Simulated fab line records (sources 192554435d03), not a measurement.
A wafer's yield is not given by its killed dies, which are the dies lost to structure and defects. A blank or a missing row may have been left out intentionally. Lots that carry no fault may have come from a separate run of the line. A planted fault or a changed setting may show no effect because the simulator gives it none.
Chamber matching    flow n5 finfet    4 sister chambers for N5_BEOL_M14_DESCUM_15 on rie diel-06
The step chemistry O2, time 7.9 s. 14 wafers are shown with their chamber, then 7 later ones without.

== EACH WAFER AND ITS CHAMBER ==
wafer   chamber  showerhead plenum p Torr (Torr)  drypump motor current A (A)  throttle valve pct (%)
L076.2  3        2.14                             5.0                          20.3
L076.5  3        2.14                             5.0                          20.3
L076.6  2        2.03                             5.9                          20.0
L079.1  3        2.14                             5.0                          20.3
L079.2  2        2.03                             5.9                          20.0
L079.3  1        2.19                             6.5                          20.3
L088.1  2        2.03                             5.9                          20.0
L088.2  0        2.16                             6.3                          20.8
L088.5  0        2.16                             6.4                          20.8
L089.1  2        2.02                             5.9                          20.1
L089.4  2        2.02                             5.9                          20.1
L089.6  1        2.18                             6.5                          20.3
L090.1  1        2.18                             6.4                          20.3
L090.2  2        2.02                             5.9                          20.1

SIGNATURES (means of the wafers above)
reading                   chamber 0  chamber 1  chamber 2  chamber 3  scatter within a chamber
showerhead plenum p Torr  2.1600     2.1833     2.0250     2.1400     0.00465
drypump motor current A   6.350      6.467      5.900      5.000      0.0342
throttle valve pct        20.800     20.300     20.050     20.300     0.0387
Rule: for each reading, subtract the chamber's mean from the wafer's reading, divide by that reading's scatter and square the result; add these up over the readings and take the root, which gives the wafer's distance from the chamber. If the next closest chamber is less than 2 further off than the closest, the wafer can't be placed; otherwise it belongs to the closest. How the scatter is found: for the shown wafers, subtract from each reading the mean of its chamber, square and add these, divide the total by (wafers less chambers), then take the root.

== WAFERS WITHOUT THEIR CHAMBER ==
wafer   showerhead plenum p Torr (Torr)  drypump motor current A (A)  throttle valve pct (%)
L090.3  2.13                             5.0                          20.3
L091.1  2.18                             6.5                          20.3
L091.3  2.02                             5.9                          20.1
L091.6  2.13                             5.0                          20.3
L097.1  2.01                             5.9                          20.1
L097.3  2.13                             5.0                          20.0
L097.5  2.15                             6.3                          20.4

== WHICH CHAMBER EACH WENT THROUGH ==
wafer   from the rows above      in truth
L090.3  3                        3
L091.1  1                        1
L091.3  2                        2
L091.6  3                        3
L097.1  2                        2
L097.3  3                        3
L097.5  can't be placed: 1 or 0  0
Correct placement for 6 of the 7. These rows do not allow placing 1 (true chamber among the candidates in 1). Placed wrongly: 0.
